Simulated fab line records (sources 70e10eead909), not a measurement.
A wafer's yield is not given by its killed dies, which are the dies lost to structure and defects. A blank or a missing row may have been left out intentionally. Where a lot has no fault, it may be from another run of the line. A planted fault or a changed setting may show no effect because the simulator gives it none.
Comparing a struck lot with a sound one ; flow nand_harc ; 21 out of 1302 route steps
Sound: the wafers L270.3, L270.4, L270.6. Struck: wafers L274.3, L274.5, L274.6. The cause is given at the end.
At each step with rows: each side's tool, then ch and its chambers, then its first start. Under that, the readings that differ: sound wafers ; struck wafers ; difference of the means ; sigmas: that difference in standard deviations of wafers without a fault.
alike: readings with means less than 2 such deviations apart, plus words and numbers identical on both sides. not compared: withheld readings, readings lacking a value on some wafer, bounds such as >300 that could conceal the same value, and numbers that have no deviation in the record and whose values overlap.
The two part at a step that has a row with sigmas, a row that says differs or no value, or rows on one side only. Numbers that don't overlap but have no deviation are shown without sigmas and don't part them. Lack of a reading on every wafer of one side parts them only where that side has two or more wafers.

NHARC_A_BLC_CVD_24: deposits W, target thk 150 nm, time 434 s.
  sound: cvd_w-02 ch 0,1; struck: cvd_w-01 ch 0,1
  alike: heater_power_w, throttle_valve_pct
  not compared: since_wet_clean_h
NHARC_A_BLC_CMP_25: polishes, t overpolish 30 s, target thk 150 nm.
  sound on cmp-04 ch 0,1,2, day 23 02:20; struck on cmp-02 ch 0,1,2, day 24 09:47
  alike: motor_current_A, overpolish_run_s, slurry_filter_dp_kPa, time_to_endpoint_s
after that, 1 step had no rows for these wafers: NHARC_A_BLC_SRD_27.
NHARC_A_BLC_INSPECT_28:
  sound on defect_inspect-02, day 23 02:44; struck on defect_inspect-01, day 24 10:09
  alike: raw_defect_count
then, 7 steps without rows for these wafers: NHARC_A_M0_DEP_00 (deposits SiOC, target thk 150 nm); NHARC_A_M0_DEHYDRATE_01 (time 120 s); NHARC_A_M0_HMDS_02 (time 30 s); NHARC_A_M0_COAT_33 (time 65 s); NHARC_A_M0_COAT_03 (resist thk 90 nm); NHARC_A_M0_SOFTBAKE_04 (time 55 s); NHARC_A_M0_EBR_05.
NHARC_A_M0_EXPOSE_06: exposes mask A M0, target cd 80 nm.
  sound on arfi_scanner-01 ch 0, day 23 03:30; struck on arfi_scanner-02 ch 0, day 24 10:47
reading;sound;struck;difference;sigmas
exposure_dose_mJ_cm2;83.16 83.13 83.12;67.46 67.61 67.64;-15.57;-99 or more
  alike: mask, reticle_temp_C
then, 2 steps without rows for these wafers: NHARC_A_M0_PEB_07 (peb time 65 s); NHARC_A_M0_DEVELOP_08 (develop time 35 s).
NHARC_A_M0_CD_MEAS_09: the cd target is 80 nm.
  sound on cd_sem-03 ch 0, day 23 03:38; struck on cd_sem-02 ch 0, day 24 10:56
reading;sound;struck;difference;sigmas
cd_nm (nm);80.6 80.7 80.3;67.2 66.5 67.3;-13.5;-21
NHARC_A_M0_OVL_MEAS_10: pitch 160 nm.
  sound on overlay-02, day 23 03:44; struck on overlay-01, day 24 11:01
  alike: overlay_x_nm, overlay_y_nm
NHARC_A_M0_INSPECT_11:
  sound on defect_inspect-02, day 23 03:46; struck on defect_inspect-02, day 24 11:03
  alike: raw_defect_count
NHARC_A_M0_DESCUM_14: chemistry O2, time 3 s.
  sound on rie_diel-09 ch 2,3, day 23 03:49; struck on rie_diel-08 ch 0,1,2, day 24 11:07
reading;sound;struck;difference;sigmas
model.A_M0.cd_nm (nm);81.62 81.82 79.89;66.66 66.66 67.51;-14.17;
  alike: drypump_motor_current_A, oes_product_au, rf_vpp_V, showerhead_plenum_p_Torr, throttle_valve_pct
  not compared: rf_hours_counter_h
NHARC_A_M0_ETCH_34: etches the open film in N2/H2, target depth 40 nm, overetch 12 nm, time 43.94 s.
  sound on rie_diel-09 ch 2,3, day 23 03:56; struck on rie_diel-08 ch 0,1,2, day 24 11:12
  alike: drypump_motor_current_A, h2_flow_sccm, oes_product_au, rf_vpp_V, showerhead_plenum_p_Torr, throttle_valve_pct
  not compared: rf_hours_counter_h
NHARC_A_M0_ETCH_15: etches the open film in C4F8/Ar, target depth 150 nm, overetch 15 nm, time 82.5 s.
  sound: rie_diel-09 ch 0,2,3; struck: rie_diel-08 ch 0,2,3
reading;sound;struck;difference;sigmas
model.A_M0.cd_nm (nm);81.66 81.86 79.16;66.74 66.29 67.43;-14.07;
  alike: oes_product_au, rf_vpp_V
  not compared: rf_hours_counter_h
NHARC_A_M0_CD_MEAS_16:
  sound on cd_sem-03, day 23 04:10; struck on cd_sem-02, day 24 11:25
reading;sound;struck;difference;sigmas
cd_nm (nm);81.4 82.0 79.4;66.7 66.3 67.3;-14.2;-16

== WHERE THEY PART ==
At NHARC_A_M0_EXPOSE_06 first; at NHARC_A_M0_CD_MEAS_16 last (within this record only).

WHY: what had been put in by the simulator
Process parameters drifting: arfi_scanner-02 at NHARC_A_M0_EXPOSE_06, beginning at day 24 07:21. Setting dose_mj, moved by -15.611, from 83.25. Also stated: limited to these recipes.
